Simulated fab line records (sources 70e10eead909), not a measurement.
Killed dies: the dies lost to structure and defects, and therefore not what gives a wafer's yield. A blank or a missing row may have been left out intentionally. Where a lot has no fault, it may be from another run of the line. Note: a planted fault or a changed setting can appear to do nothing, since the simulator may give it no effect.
The tool behind it: which one? ; flow nand-harc ; at 1 step of a route of 1159, 13 lots with 39 wafers sampled

## WHAT EACH GAUGE READ, for each wafer
NHARC_A_M1_INSPECT_27.
lot;measured;on;raw-defect-count
L657;day 18 01:42;defect-inspect-01;488 308 439
L658;day 18 08:50;defect-inspect-01;480 426 534
L659;day 18 13:13;defect-inspect-01;360 485 527
L662;day 18 13:25;defect-inspect-02;511 376 644
L660;day 19 01:03;defect-inspect-02;495 502 505
L663;day 19 09:47;defect-inspect-02;508 569 449
L661;day 19 10:35;defect-inspect-01;314 298 343
L665;day 20 05:01;defect-inspect-01;441 313 485
L671;day 21 00:44;defect-inspect-02;364 367 346
L672;day 21 20:50;defect-inspect-01;417 621 585
L673;day 22 01:13;defect-inspect-02;412 373 399
L676;day 22 19:16;defect-inspect-02;424 555 571
L679;day 23 14:41;defect-inspect-02;373 370 512

## WHAT TOOL EACH LOT RAN ON (gives the tool, then ch and the chambers of the sampled wafers, and finally the start)
There is no process step in the record ahead of these readings.

## AS READ BY THE TOOLS THEMSELVES (means over the sampled wafers that have a number; for cases with no such wafer, the mark the record gives instead)
The record holds no such reading with a usual standard deviation.

## THE ANSWER, worked out from the rows above alone
Rule: usual is defined by the lots themselves. The widest of any qualifying gaps counts: lots, ordered by their means at a reading, are off when they make up no more than a third of the lots, leave a main group of 4 or more, and stand apart from it by 3 or more times the standard deviation of that group's means. If all means in a main group match to the digits the tables above print for the reading, that group is not used. Also off: a lot with no number at a reading for which 4 or more lots have one. The other lots that the step has rows for count as sound. After the gauges, taken in route order, come the tools' own readings; for these a lot's mean is taken, as printed above. The first step at which some lot is off is used, and at that step the reading that is off furthest; a lot without a number counts as furthest.
No lot is off at any reading shown: from this, nothing can be told.

## WHAT HAD BEEN PUT IN BY THE SIMULATOR
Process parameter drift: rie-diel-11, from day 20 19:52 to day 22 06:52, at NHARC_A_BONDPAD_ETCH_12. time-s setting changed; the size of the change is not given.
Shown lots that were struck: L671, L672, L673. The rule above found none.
